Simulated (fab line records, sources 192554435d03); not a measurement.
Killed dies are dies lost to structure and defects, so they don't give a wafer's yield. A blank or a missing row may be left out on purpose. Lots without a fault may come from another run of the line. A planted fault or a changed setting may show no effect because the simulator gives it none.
fab line records | flow n5_finfet
record lots=5 wafers=15 last_day=14
route steps=1938 shown MOL_CONTACT_COAG@604 BEOL_M0_SAQP@632 PASSIVATION@1936
lots that met no fault: from a run of the same line without faults
start_h: hours from the record's first day to the start of the lot's first wafer shown | wait_h: hours since the lot's step before | " the same as in the row above | L1.1+2: a row that stands for several wafers | - no value, or no start given | * or withheld: withheld | < > ~ a bound
route shown NAME@n: a module of which the file shows steps, and the number in the route of the first | usual: mean/standard deviation of fault-free wafers | same: alike in all rows | chamber/n: place in a boat | sites: the reading at each site | _std_site: their standard deviation | _edge_site: outer sites' mean less inner sites' | radius_mm: how far each site lies from the wafer's centre | mask NAME#n: copy n | behind: the tool/chamber that last shaped the wafer | hold: why the lot was held/for how many hours/how that ended | device: the transistor (n, p or np) that didn't switch | end of line: the same wafers' tests at the end of the route | a step without rows: its recipe alone | killed: dies lost to structure and defects at the first sort, not the wafer's yield | map: a wafer's dies, x killed, . not, _ none there
set.NAME: the setting as run; set.NAME@STEP: as run at that earlier step | model.NAME: the simulator's own value behind a step, which no gauge read
lots at some steps of the route; a table a step, a row a wafer
services: from which hour (start_h, from the record's first day; less than 0 if before it) a tool's chamber was out of use, for how many hours, and why
## steps
# step N5_MOL_CONTACT_COAG_INSPECT_42
# recipe mode=adi inspect_instrument=brightfield
# usual raw_defect_count=200/54
# columns lot.wafer tool chamber start_h wait_h raw_defect_count
L833.2 defect_inspect-01 - 117.19 0.1 261
L833.4 " - " " 319
L833.5 " - " " 278
L834.2 defect_inspect-02 - 127.22 0.0 226
L834.4 " - " " 232
L834.5 " - " " 182
L837.1 defect_inspect-01 - 140.79 0.1 226
L837.4 " - " " 208
L837.6 " - " " 216
L838.4 defect_inspect-01 - 151.42 0.0 282
L838.5 " - " " 293
L838.6 " - " " 221
L841.1 defect_inspect-01 - 165.93 0.1 125
L841.2 " - " " 108
L841.5 " - " " 168
# step N5_MOL_CONTACT_COAG_DESCUM_45
# recipe chemistry=O2 time_s=7 source_power_w=50 bias_power_w=20 pressure_mtorr=20 rf_frequency_hz=2.712e+07 temp_c=40 resist=CAR-EUV o2_flow_sccm=225
# step N5_MOL_CONTACT_COAG_ETCH_65
# recipe chemistry=N2/H2 target=underlayer target_depth_a=130 mask_material=CAR-EUV time_s=10.4 ion_energy_ev=200 pressure_mtorr=30 source_w=840 bias_w=150 n2_flow_sccm=200 h2_flow_sccm=200 ends=cleared
# usual drypump_motor_current_A=5.6/0.6 etch_rf_on_time_s=10.30/0.22 oes_product_au=0.65/0.069 rf_vpp_V=524.0/2.6 showerhead_plenum_p_Torr=2.55/0.088 throttle_valve_pct=17.95/0.25
# columns lot.wafer tool chamber start_h wait_h drypump_motor_current_A etch_rf_on_time_s oes_product_au rf_hours_counter_h rf_vpp_V showerhead_plenum_p_Torr throttle_valve_pct
L833.2 rie_diel-05 1 117.26 0.0 5.3 10.15 0.59 229 519.6 2.41 18.32
L833.4 " 3 " " 6.3 10.54 0.59 245 526.3 2.62 18.10
L833.5 " 0 " " 4.8 10.00 0.61 - 519.7 2.41 18.08
L834.2 rie_diel-06 1 127.34 0.0 4.8 10.53 0.61 191 523.0 2.51 17.89
L834.4 " 3 " " 5.9 10.42 0.71 74 524.8 2.58 17.79
L834.5 " 2 " " 5.1 10.49 0.69 - 527.6 2.70 17.66
L837.1 rie_diel-06 1 140.86 0.0 4.8 10.32 0.62 192 522.9 2.51 17.90
L837.4 " 2 " " 5.1 10.23 0.70 74 527.9 2.69 17.68
L837.6 " 3 " " 5.9 10.40 0.69 - 524.2 2.58 17.80
L838.4 rie_diel-04 3 151.73 0.0 6.2 10.43 0.67 113 520.6 2.45 18.16
L838.5 " 1 " " 5.9 9.95 0.62 - 525.0 2.61 18.37
L838.6 " 2 " " 5.7 10.61 0.56 - 521.3 2.49 18.06
L841.1 rie_diel-05 1 166.34 0.0 5.3 10.08 0.58 248 519.9 2.40 18.35
L841.2 " 0 " " 4.8 9.89 0.60 237 519.7 2.40 18.10
L841.5 " 3 " " 6.3 10.07 0.83 - 525.2 2.62 17.71
# step N5_MOL_CONTACT_COAG_ETCH_66
# recipe chemistry=CF4 target=SiARC target_depth_a=130 mask_material=CAR-EUV time_s=21.7 ion_energy_ev=80 pressure_mtorr=40 source_w=545 bias_w=36 Ar_flow_sccm=100 cf4_flow_sccm=100 ends=cleared
# step N5_MOL_CONTACT_COAG_ALD_133
# recipe material=SiO2 target_thk_a=50 temp_c=100 ald_precursor_family=BDEAS ald_co_reactant=O2-plasma pulse_time_s=1 co_reactant_pulse_time_s=1 purge_time_s=2 co_reactant_purge_time_s=2 ald_cycles=35 pressure_torr=2
# usual heater_power_w=77/12 precursor_pulse_height_rel=0.999/0.019
# columns lot.wafer tool chamber start_h wait_h heater_power_w precursor_pulse_height_rel
L833.2 ald_sin-02 2 117.36 0.1 71 0.977
L833.4 " 1 " " 108 1.010
L833.5 " 2 " " 72 1.012
L834.2 ald_sin-04 3 128.36 1.0 66 0.990
L834.4 " 1 " " 67 1.002
L834.5 " 2 " " 79 1.011
L837.1 ald_sin-03 2 141.28 0.4 78 1.003
L837.4 " 1 " " 71 1.004
L837.6 " 0 " " 72 1.001
L838.4 ald_sin-04 2 152.13 0.3 78 1.005
L838.5 " 2 " " 77 0.966
L838.6 " 1 " " 69 1.001
L841.1 ald_sin-04 3 166.44 0.1 65 0.996
L841.2 " 1 " " 67 1.006
L841.5 " 3 " " 65 1.029
# step N5_MOL_CONTACT_COAG_ETCHBACK_134
# recipe chemistry=CHF3 target=SiO2 target_depth_a=100 time_s=6.7 ion_energy_ev=200 pressure_mtorr=30 source_w=610 bias_w=170 Ar_flow_sccm=200 CHF3_flow_sccm=50
# step N5_MOL_CONTACT_COAG_ETCH_67
# recipe chemistry=N2/H2 target=SOC target_depth_a=600 overetch_a=210 mask_material=SiARC temp_c=40 time_s=101.2 ion_energy_ev=200 pressure_mtorr=30 source_w=840 bias_w=150 n2_flow_sccm=200 h2_flow_sccm=200
# step N5_MOL_CONTACT_COAG_STRIP_68
# recipe chemistry=N2/H2 temp_c=40 n2_flow_sccm=200 h2_flow_sccm=200 rf_frequency_hz=6e+07
# step N5_MOL_CONTACT_COAG_STRIP_69
# recipe chemistry=N2/H2 temp_c=40 n2_flow_sccm=200 h2_flow_sccm=200 rf_frequency_hz=6e+07
# step N5_MOL_CONTACT_COAG_ETCHBACK_136
# recipe chemistry=CHF3 target=SiO2 target_depth_a=250 time_s=16.7 ion_energy_ev=200 pressure_mtorr=30 source_w=610 bias_w=170 Ar_flow_sccm=200 CHF3_flow_sccm=50
# usual drypump_motor_current_A=5.7/0.58 oes_product_au=0.80/0.11 rf_vpp_V=532/13 showerhead_plenum_p_Torr=2.39/0.084 throttle_valve_pct=18.8/0.33
# columns lot.wafer tool chamber start_h wait_h drypump_motor_current_A oes_product_au rf_hours_counter_h rf_vpp_V showerhead_plenum_p_Torr throttle_valve_pct
L833.2 rie_diel-04 2 117.74 0.0 5.7 0.67 234 540 2.32 18.8
L833.4 " 3 " " 6.2 0.80 101 539 2.33 19.1
L833.5 " 2 " " 5.7 0.67 - 541 2.32 18.8
L834.2 rie_diel-05 3 128.69 0.0 6.3 0.69 248 540 2.43 18.9
L834.4 " 1 " " 5.3 0.68 233 525 2.24 19.1
L834.5 " 0 " " 4.8 0.69 - 528 2.28 19.0
L837.1 rie_diel-06 3 141.58 0.0 5.9 0.82 81 547 2.40 18.7
L837.4 " 1 " " 4.8 0.71 192 508 2.35 18.8
L837.6 " 3 " " 5.9 0.81 - 548 2.40 18.7
L838.4 rie_diel-04 0 152.43 0.0 6.7 0.75 173 548 2.47 18.8
L838.5 " 3 " " 6.2 0.78 - 538 2.33 19.1
L838.6 " 0 " " 6.7 0.75 - 548 2.47 18.7
L841.1 rie_diel-05 0 166.79 0.0 4.8 0.69 237 527 2.27 19.0
L841.2 " 2 " " 5.3 0.87 43 521 2.39 18.2
L841.5 " 3 " " 6.3 0.97 - 542 2.43 18.5
# step N5_MOL_CONTACT_COAG_STRIP_120
# recipe chemistry=CHF3 resist=SiARC rf_frequency_hz=6e+07
# step N5_MOL_CONTACT_COAG_VIA_ETCH_117
# recipe chemistry=C4F6/O2 target_depth_a=400 overetch_a=80 mask_material=SOC target=SiO2 bias_w=455 pressure_mtorr=10 time_s=26 source_w=325 Ar_flow_sccm=300 C4F6_flow_sccm=10 O2_flow_sccm=10 ion_energy_ev=575.3 ends=end_point
# usual drypump_motor_current_A=5.7/0.58 oes_product_au=0.71/0.088 rf_vpp_V=1608/36 showerhead_plenum_p_Torr=2.85/0.1 throttle_valve_pct=41.1/0.6
# columns lot.wafer tool chamber start_h wait_h drypump_motor_current_A oes_product_au rf_hours_counter_h rf_vpp_V showerhead_plenum_p_Torr throttle_valve_pct
L833.2 rie_diel-04 2 117.77 0.0 5.6 0.62 234 1636 2.76 40.4
L833.4 " 3 " " 6.2 0.70 101 1625 2.78 41.8
L833.5 " 2 " " 5.6 0.61 - 1635 2.76 40.4
L834.2 rie_diel-05 3 128.72 0.0 6.3 0.63 248 1637 2.90 40.6
L834.4 " 1 " " 5.3 0.62 233 1589 2.67 41.0
L834.5 " 0 " " 4.8 0.62 - 1598 2.72 41.4
L837.1 rie_diel-06 3 141.61 0.0 5.9 0.73 81 1651 2.86 40.7
L837.4 " 1 " " 4.8 0.65 192 1541 2.80 40.7
L837.6 " 3 " " 5.9 0.72 - 1652 2.86 40.7
L838.4 rie_diel-04 0 152.46 0.0 6.7 0.67 173 1654 2.94 40.6
L838.5 " 3 " " 6.2 0.70 - 1628 2.77 41.9
L838.6 " 0 " " 6.7 0.67 - 1655 2.94 40.6
L841.1 rie_diel-05 0 166.82 0.0 4.8 0.61 237 1597 2.71 41.4
L841.2 " 2 " " 5.3 0.78 43 1576 2.84 40.5
L841.5 " 3 " " 6.3 0.85 - 1635 2.90 40.8
# step N5_MOL_CONTACT_COAG_ETCH_124
# recipe chemistry=CH3F/O2 target=SiNx target_depth_a=65 mask_material=SOC stop_on=SiOC over_etch_frac=0.3 ion_energy_ev=120 pressure_mtorr=30 source_w=395 bias_w=73 Ar_flow_sccm=150 CH3F_flow_sccm=30 O2_flow_sccm=20 ends=end_point
# usual drypump_motor_current_A=5.7/0.58 oes_product_au=0.68/0.088 rf_vpp_V=302/7 showerhead_plenum_p_Torr=2.01/0.074 throttle_valve_pct=16.4/0.32
# columns lot.wafer tool chamber start_h wait_h drypump_motor_current_A oes_product_au rf_hours_counter_h rf_vpp_V showerhead_plenum_p_Torr throttle_valve_pct
L833.2 rie_diel-04 2 117.80 0.0 5.6 0.58 234 306 1.95 16.5
L833.4 " 3 " " 6.2 0.68 101 306 1.95 16.6
L833.5 " 2 " " 5.6 0.58 - 308 1.95 16.5
L834.2 rie_diel-05 3 128.75 0.0 6.3 0.60 248 307 2.04 16.5
L834.4 " 1 " " 5.3 0.58 233 299 1.88 16.7
L834.5 " 0 " " 4.8 0.59 - 301 1.91 16.6
L837.1 rie_diel-06 3 141.64 0.0 5.9 0.69 81 311 2.01 16.2
L837.4 " 1 " " 4.8 0.61 193 289 1.97 16.4
L837.6 " 3 " " 5.9 0.69 - 309 2.01 16.2
L838.4 rie_diel-04 0 152.49 0.0 6.7 0.65 173 311 2.07 16.3
L838.5 " 3 " " 6.2 0.67 - 306 1.95 16.6
L838.6 " 0 " " 6.7 0.64 - 311 2.07 16.3
L841.1 rie_diel-05 0 166.85 0.0 4.8 0.58 237 300 1.90 16.6
L841.2 " 2 " " 5.3 0.74 43 295 2.01 15.8
L841.5 " 3 " " 6.3 0.82 - 306 2.04 16.1
# step N5_MOL_CONTACT_COAG_ETCH_48
# recipe chemistry=C4F6/O2 target_depth_a=150 overetch_a=45 mask_material=SOC target=SiOC bias_w=465 pressure_mtorr=10 time_s=17 source_w=335 Ar_flow_sccm=300 C4F6_flow_sccm=10 O2_flow_sccm=10 ion_energy_ev=576
# step N5_MOL_CONTACT_COAG_STRIP_72
# recipe chemistry=N2/H2 power_w=450 temp_c=40 pressure_mtorr=20 rf_frequency_hz=6e+07 overash_fraction=3 bias_power_w=7 h2_frac=0.5 n2_flow_sccm=200 h2_flow_sccm=200
# step N5_MOL_CONTACT_COAG_STRIP_49
# recipe chemistry=N2/H2 time_s=30 power_w=1000 temp_c=250 pressure_mtorr=withheld n2_flow_sccm=1750 h2_flow_sccm=3250
# step N5_MOL_CONTACT_COAG_PRECLEAN_138
# recipe chemistry=alkaline_clean temp_c=60 time_s=60 do_ppb=50
# step N5_MOL_CONTACT_COAG_SRD_139
# recipe dry=ipa_marangoni time_s=30 temp_c=23 rinse_liquid=diw
# step N5_MOL_CONTACT_COAG_CD_MEAS_101
# recipe target_cd_nm=16
# usual cd_nm=16.0/0.45
# columns lot.wafer tool chamber start_h wait_h cd_nm
L833.2 cd_sem-03 - 118.12 0.0 15.5
L833.4 " - " " 16.1
L833.5 " - " " 15.1
L834.2 cd_sem-01 - 129.41 0.0 15.6
L834.4 " - " " 15.4
L834.5 " - " " 16.1
L837.1 cd_sem-02 - 141.96 0.0 16.1
L837.4 " - " " 16.2
L837.6 " - " " 15.9
L838.4 cd_sem-02 - 152.82 0.0 15.0
L838.5 " - " " 15.9
L838.6 " - " " 15.4
L841.1 cd_sem-02 - 167.17 0.0 16.3
L841.2 " - " " 16.0
L841.5 " - " " 16.5
# step N5_MOL_CONTACT_COAG_PRE_CLEAN_121
# recipe gas=H2/He time_s=* temp_c=withheld
# step N5_MOL_CONTACT_COAG_CVD_140
# recipe material=W target_thk_a=665 mode=selective_fill temp_c=300 time_s=215
# usual heater_power_w=550/43
# columns lot.wafer tool chamber start_h wait_h heater_power_w
L833.2 cvd_w-01 1 118.25 0.1 526
L833.4 " 1 " " 530
L833.5 " 0 " " 430
L834.2 cvd_w-02 0 129.54 0.1 552
L834.4 " 0 " " 562
L834.5 " 0 " " 570
L837.1 cvd_w-02 1 142.10 0.1 582
L837.4 " 0 " " 562
L837.6 " 0 " " 567
L838.4 cvd_w-01 0 153.03 0.1 434
L838.5 " 1 " " 525
L838.6 " 0 " " 455
L841.1 cvd_w-02 0 167.30 0.1 568
L841.2 " 1 " " 580
L841.5 " 0 " " 563
# step N5_MOL_CONTACT_COAG_PRECLEAN_127
# recipe chemistry=DIW time_s=57.5 temp_c=23
# step N5_MOL_CONTACT_COAG_SRD_128
# recipe dry_time_s=32 dry=n2_spin spin_rpm=1500
# step N5_MOL_CONTACT_COAG_CMP_52
# recipe stop_on=SiO2 t_overpolish_s=1.5 post_cmp_clean=w_dilute_nh4oh down_force_psi=4 platen_rpm=50.289 pad_velocity_m_s=1.0006 target_thk_nm=66.5
# step N5_MOL_CONTACT_COAG_THK_MEAS_53
# recipe reads=SiO2_of_MOL_CONTACT_COAG_PECVD_31
# usual VIA_MOL_THK=43.3/0.61
# columns lot.wafer tool chamber start_h wait_h VIA_MOL_THK[nm]
L833.2 film_metro-02 - 118.87 - 42.4
L833.4 " - " " 43.6
L833.5 " - " " 43.0
L834.2 film_metro-02 - 130.16 - 43.4
L834.4 " - " " 43.9
L834.5 " - " " 44.1
L837.1 film_metro-02 - 142.71 - 42.6
L837.4 " - " " 43.2
L837.6 " - " " 43.8
L838.4 film_metro-01 - 153.56 - 43.6
L838.5 " - " " 43.7
L838.6 " - " " 42.9
L841.1 film_metro-02 - 167.92 - 43.6
L841.2 " - " " 43.9
L841.5 " - " " 44.1
# step N5_MOL_CONTACT_COAG_ANNEAL_112
# recipe temp_c=400 time_s=1800 ambient=HPD2 pressure_atm=10
# step N5_BEOL_M0_SAQP_PECVD_00
# recipe material=SiCN target_thk_a=80 temp_c=withheld precursor=3MS/NH3 pressure_torr=3 rf_w=202 time_s=14
# step N5_BEOL_M0_SAQP_ILD_DEP_01
# recipe material=SiOC target_thk_a=454.19 temp_c=350 precursor=DEMS/O2 pressure_torr=5 rf_w=500 time_s=8.7
# step N5_BEOL_M0_SAQP_HM_DEP_02
# recipe material=TiN target_thk_a=120 temp_c=25 chamber_pressure_pa=0.49996
# step N5_BEOL_M0_SAQP_PECVD_03
# recipe material=SiCN target_thk_a=120 temp_c=withheld precursor=3MS/NH3 pressure_torr=3 rf_w=202 time_s=21.1
# step N5_BEOL_M0_SAQP_PECVD_96
# recipe material=a-Si target_thk_a=450 temp_c=350 precursor=SiH4/He pressure_torr=3 rf_w=100 time_s=45.2
# step N5_BEOL_M0_SAQP_PECVD_97
# recipe material=SiNx target_thk_a=230 temp_c=350 precursor=SiH4/NH3/N2 pressure_torr=1.5 rf_w=300 time_s=19.9
# step N5_BEOL_M0_SAQP_PECVD_04
# recipe material=a-Si target_thk_a=600 temp_c=350 precursor=SiH4/He pressure_torr=3 rf_w=100 time_s=60.2
# step N5_BEOL_M0_SAQP_THK_MEAS_05
# usual thk_nm=59.7/1.1
# columns lot.wafer tool chamber start_h wait_h thk_nm
L833.2 film_metro-02 - 125.89 0.1 58.9
L833.4 " - " " 60.8
L833.5 " - " " 58.9
L834.2 film_metro-01 - 135.10 0.1 60.5
L834.4 " - " " 60.6
L834.5 " - " " 61.8
L837.1 film_metro-02 - 150.10 0.1 60.2
L837.4 " - " " 60.8
L837.6 " - " " 61.2
L838.4 film_metro-02 - 158.05 0.0 59.4
L838.5 " - " " 60.5
L838.6 " - " " 59.7
L841.1 film_metro-02 - 173.78 0.1 57.4
L841.2 " - " " 58.5
L841.5 " - " " 58.4
# step N5_BEOL_M0_SAQP_HM_DEP_111
# recipe material=SiO2 target_thk_a=120 temp_c=400 precursor=SiH4/N2O pressure_torr=0.75 rf_w=275 time_s=7.2
# step N5_BEOL_M0_SAQP_COAT_81
# recipe resist=SOC temp_c=250 time_s=60 spin_rpm=1500 resist_thk_nm=100
# step N5_BEOL_M0_SAQP_COAT_82
# recipe resist=SiARC temp_c=220 time_s=60 spin_rpm=1500 resist_thk_nm=30
# step N5_BEOL_M0_SAQP_COAT_08
# recipe resist=CAR-ArF spin_rpm=1500 resist_thk_nm=90
# step N5_BEOL_M0_SAQP_EBR_10
# recipe solvent=PGMEA ebr_width_mm=1.5
# step N5_BEOL_M0_SAQP_SOFTBAKE_09
# recipe temp_c=110 time_s=60 resist=CAR-ArF
# step N5_PASSIVATION_PROBE_49
# usual defect_limited_yield=91.4/1.5 killed_at_M0_to_M3=36/11 killed_at_M4_up=14/6 killed_at_contacts=11/6 killed_at_front_end=37/11 killed_at_other=4/3.4 killed_dies=102/18 killed_on_rim=13/3.5 killed_open=66/13 killed_short=34/7.8 sort_bin_5_function=5.0/0.97 sort_bin_6_memory=3.2/0.7 sort_n_pass=1078/19 sort_yield_pct=91.3/1.6
# same gross_dies=1180 killed_at_back_side=0 sort_bin_4_leakage[%]=0 sort_bin_8_speed[%]=0
# columns lot.wafer tool chamber start_h wait_h defect_limited_yield[%] killed_at_M0_to_M3 killed_at_M4_up killed_at_contacts killed_at_front_end killed_at_other killed_dies killed_on_rim killed_open killed_short sort_bin_5_function[%] sort_bin_6_memory[%] sort_n_pass sort_yield_pct[%]
L837.1 prober-01 - 306.27 0.0 91.9 32 17 9 34 4 96 9 65 31 4.7 3.0 1084 91.9
L837.4 prober-01 - 306.42 0.2 90.8 50 10 8 38 2 108 17 73 33 5.1 3.9 1072 90.8
L837.6 prober-01 - 306.52 0.3 91.8 31 16 10 36 4 97 11 57 36 5.4 2.5 1083 91.8
L833.2 prober-02 - 306.45 0.1 93.6 18 6 20 26 6 76 8 46 28 4.2 1.6 1104 93.6
L833.4 prober-02 - 306.55 0.2 91.5 37 11 16 32 4 100 13 70 28 5.0 3.2 1080 91.5
L833.5 prober-02 - 306.60 0.2 90.0 33 19 17 42 7 118 13 73 44 5.7 3.5 1062 90.0
L834.2 prober-01 - 307.66 0.1 91.1 24 10 18 45 8 105 14 75 27 5.1 3.6 1075 91.1
L834.4 prober-01 - 307.76 0.2 89.7 30 14 14 55 9 122 18 89 30 6.4 3.5 1058 89.7
L834.5 prober-01 - 307.81 0.2 90.1 26 29 13 46 3 117 18 68 49 6.1 3.6 1063 90.1
L838.4 prober-01 - 323.87 0.2 92.0 44 7 5 33 5 94 11 56 38 4.6 3.1 1086 92.0
L838.5 prober-01 - 323.92 0.2 90.3 54 8 5 47 1 115 13 77 34 6.0 3.5 1065 90.3
L838.6 prober-01 - 323.97 0.3 92.3 38 8 7 37 1 91 15 65 25 5.3 2.3 1089 92.3
L841.1 prober-02 - 343.29 0.0 92.1 22 20 14 33 4 93 11 73 19 4.2 3.6 1087 92.1
L841.2 prober-02 - 343.34 0.1 86.8 38 10 67 34 7 156 24 66 30 9.0 3.3 1024 86.8
L841.5 prober-02 - 343.49 0.2 93.0 23 9 14 34 3 83 7 56 26 4.0 2.8 1097 93.0
# killed by level:class
L837.1 BEOL_M3:geometric_particle:open=9 STI_FIN_REVEAL:geometric_particle:open=7 MOL_CONTACT_COAG:geometric_particle:open=7 DUMMY_GATE:geometric_particle:open=6 BEOL_M0_SAQP:geometric_particle:short=5 ILD0:geometric_particle:open=4 BEOL_M0_SAQP:geometric_particle:open=4 BEOL_M4:geometric_particle:open=4
L837.4 BEOL_M3:geometric_particle:open=17 BEOL_M0_SAQP:geometric_particle:short=12 FIN_SAQP:geometric_particle:open=7 MOL_CONTACT_COAG:geometric_particle:open=7 BEOL_M0_SAQP:geometric_particle:open=7 STI_FIN_REVEAL:geometric_particle:open=5 BEOL_M5:geometric_particle:open=5 FIN_CUT:geometric_particle:open=4
L833.2 MOL_CONTACT_COAG:geometric_particle:open=15 FIN_SAQP:geometric_particle:short=6 DUMMY_GATE:geometric_particle:open=6 BEOL_M0_SAQP:geometric_particle:short=6 MOL_CONTACT_COAG:geometric_particle:short=5 BEOL_M3:geometric_particle:open=4 BEOL_M0_SAQP:geometric_particle:open=3 BEOL_M1:geometric_particle:open=3
L837.6 BEOL_M4:geometric_particle:open=9 FIN_SAQP:geometric_particle:short=8 BEOL_M1:geometric_particle:open=8 BEOL_M0_SAQP:geometric_particle:short=6 GATE_CUT:geometric_particle:short=6 STI_FIN_REVEAL:geometric_particle:open=5 MOL_CONTACT_COAG:geometric_particle:short=5 BEOL_M2:geometric_particle:open=5
L833.4 MOL_CONTACT_COAG:geometric_particle:open=15 BEOL_M3:geometric_particle:open=14 BEOL_M0_SAQP:geometric_particle:open=7 BEOL_M1:geometric_particle:open=7 DUMMY_GATE:geometric_particle:open=5 GATE_CUT:geometric_particle:short=5 STARTING-WAFER:geometric_particle:open=5 STI_FIN_REVEAL:geometric_particle:open=4
L833.5 MOL_CONTACT_COAG:geometric_particle:open=14 STI_FIN_REVEAL:geometric_particle:open=9 BEOL_M4:geometric_particle:open=9 GATE_CUT:geometric_particle:short=8 BEOL_M0_SAQP:geometric_particle:open=8 BEOL_M0_SAQP:geometric_particle:short=8 BEOL_M3:geometric_particle:open=6 STI_FIN_REVEAL:geometric_particle:short=5
L834.2 MOL_CONTACT_COAG:geometric_particle:open=13 FIN_SAQP:geometric_particle:open=11 STI_FIN_REVEAL:geometric_particle:open=11 BEOL_M2:geometric_particle:open=7 MOL_CONTACT_COAG:geometric_particle:short=4 BEOL_M0_SAQP:geometric_particle:short=4 BEOL_M3:geometric_particle:open=4 BEOL_M4:geometric_particle:open=4
L834.4 FIN_SAQP:geometric_particle:open=25 MOL_CONTACT_COAG:geometric_particle:open=12 BEOL_M3:geometric_particle:open=10 FIN_SAQP:geometric_particle:short=7 BEOL_M0_SAQP:geometric_particle:short=6 BEOL_M4:geometric_particle:open=6 BEOL_M2:geometric_particle:open=5 DUMMY_GATE:geometric_particle:open=4
L834.5 FIN_SAQP:geometric_particle:open=13 MOL_CONTACT_COAG:geometric_particle:open=11 BEOL_M4:geometric_particle:short=11 FIN_SAQP:geometric_particle:short=7 BEOL_M0_SAQP:geometric_particle:open=7 BEOL_M4:geometric_particle:open=6 DUMMY_GATE:geometric_particle:open=5 DUMMY_GATE:geometric_particle:short=4
L838.4 FIN_SAQP:geometric_particle:open=11 BEOL_M0_SAQP:geometric_particle:short=10 BEOL_M2:geometric_particle:open=9 FIN_SAQP:geometric_particle:short=8 BEOL_M3:geometric_particle:open=6 GATE_CUT:geometric_particle:short=4 MOL_CONTACT_COAG:geometric_particle:open=4 BEOL_M0_SAQP:geometric_particle:open=4
L838.5 BEOL_M2:geometric_particle:open=18 BEOL_M3:geometric_particle:open=14 FIN_SAQP:geometric_particle:short=10 DUMMY_GATE:geometric_particle:open=10 FIN_SAQP:geometric_particle:open=9 BEOL_M1:geometric_particle:open=7 STI_FIN_REVEAL:geometric_particle:open=5 MOL_CONTACT_COAG:geometric_particle:open=4
L838.6 BEOL_M0_SAQP:geometric_particle:open=11 FIN_SAQP:geometric_particle:short=9 FIN_SAQP:geometric_particle:open=7 MOL_CONTACT_COAG:geometric_particle:open=7 BEOL_M2:geometric_particle:open=6 BEOL_M4:geometric_particle:open=6 GATE_CUT:geometric_particle:short=5 BEOL_M1:geometric_particle:open=5
L841.1 FIN_SAQP:geometric_particle:open=17 MOL_CONTACT_COAG:geometric_particle:open=11 BEOL_M5:geometric_particle:open=8 BEOL_M0_SAQP:geometric_particle:open=7 BEOL_M2:geometric_particle:open=6 BEOL_M0_SAQP:geometric_particle:short=5 STI_FIN_REVEAL:geometric_particle:open=3 MOL_CONTACT_COAG:geometric_particle:short=3
L841.2 MOL_CONTACT_COAG:unspecified=57 FIN_SAQP:geometric_particle:open=14 BEOL_M0_SAQP:geometric_particle:short=10 BEOL_M2:geometric_particle:open=9 MOL_CONTACT_COAG:geometric_particle:open=8 FIN_SAQP:geometric_particle:short=6 BEOL_M0_SAQP:geometric_particle:open=5 BEOL_M1:geometric_particle:open=5
L841.5 MOL_CONTACT_COAG:geometric_particle:open=12 FIN_SAQP:geometric_particle:open=11 BEOL_M0_SAQP:geometric_particle:short=8 STI_FIN_REVEAL:geometric_particle:open=6 BEOL_M0_SAQP:geometric_particle:open=6 DUMMY_GATE:geometric_particle:open=5 BEOL_M5:geometric_particle:open=4 BEOL_M1:geometric_particle:open=3
# map L841.2 (x killed, . not)
_________________xxxxx...x...________________
______________xxxxx............._____________
___________xxxxxxxxxxx.............__________
__________xxxxxxxx.xxx.............._________
________..xxxxxxxxxxx................._______
_______....xxxxx.x.xx.x...x............______
______x....xxxx.xx...............x...x.._____
_____....x....x..x..x.x........x.........____
____...........xx..x.....x................___
___.......................x............x...__
___.x......x.........x.....................__
__....x..xx..x..................x.....x..x.._
__.................x........................_
_..............x.x....x...x..........x..x..x.
_.........x..x...x...........x.x.....x....x..
_..........x.................................
_............................................
_...........x.......x............x.....x.xx.x
_............x........x......................
_...x..............................x.........
_........x.x.x.............x.x.......x.......
__...x...x..xx..........................x..._
__.....xx...x..........x.........x.........._
___..xx....x.x.x....x......................__
___....................xx..................__
____...........x....x....................x___
_____.........x.x....x...................____
______......x...................x..x...._____
_______.......x...x...x................______
________..............x..............._______
__________......x..................._________
___________x..................x....__________
______________...........xx.xx.._____________
_________________............________________
# map L834.4 (x killed, . not)
_________________............________________
______________.......x....x..xx._____________
___________.x.....x......x...x..x..__________
__________x........................._________
________.x..x.....x..................._______
_______.....x.............xx..x........______
______.................................._____
_____.......x......x....x................____
____....xx..x.............................___
___x...x..x...x..............x........x.x..__
___...x..........xx..............x....x....__
__..........x.......x......................._
__.........................x................_
_......x...x...x....x.....x.......x.........x
_.x.....xx...............x.xx..............x.
_......x..........xx...................x.....
_.....x..........x...........................
_.....x...............x..........x..x........
_......x..x.....x..x.....................xx..
_.............x..x.......................x...
_......x..x......x......x.x..................
__x....x...x.........x........x........x...x_
__......x.................x.......x....x...._
___....x.....xx...x....x...............x...__
___.....x.x.........................x..x...__
____......x.........x....................x___
_____....................................____
______........x...x...............xx...._____
_______.................x.....x........______
________x.......x.............x..x...._______
__________..............x..x.x......_________
___________x..x...............x....__________
______________...x.x......x...xx_____________
_________________......x.....________________
## services
# columns tool chamber start_h hours kind
ald_sin-02 3 95.33 2.5 repair
cvd_w-01 1 127.31 4.5 repair
rie_diel-05 3 133.54 - clean
rie_diel-05 3 133.54 - consumable_replace:focus_ring
rie_diel-05 3 133.54 18.2 scheduled_down
rie_diel-05 3 133.54 18.2 vent_cycle
rie_diel-04 0 138.65 5.3 repair
ald_sin-04 0 141.81 9.5 repair
rie_diel-06 0 147.08 5.7 repair
rie_diel-04 2 159.67 - clean
rie_diel-04 2 159.67 - consumable_replace:focus_ring
rie_diel-04 2 159.67 21.8 scheduled_down
rie_diel-04 2 159.67 21.8 vent_cycle
## key
first_sign step=N5_PASSIVATION_PROBE_49 reading=killed_at_contacts direction=up sigmas=9.4 usual=11 struck=67
effect step=N5_PASSIVATION_PROBE_49 reading=defect_limited_yield direction=down sigmas=3 usual=91.4 struck=86.8
more_kills_born_at N5_MOL_CONTACT_COAG_ETCH_124@rie_diel-05=57
met_at N5_MOL_CONTACT_COAG_ETCH_124
struck_wafers L841.2
fault kind=chamber_particle_source tool=rie_diel-05 chamber=2 onset_h=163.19 steps=N5_MOL_CONTACT_COAG_ETCH_124 rate_per_visit_cm2=0.40114 end_h=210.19
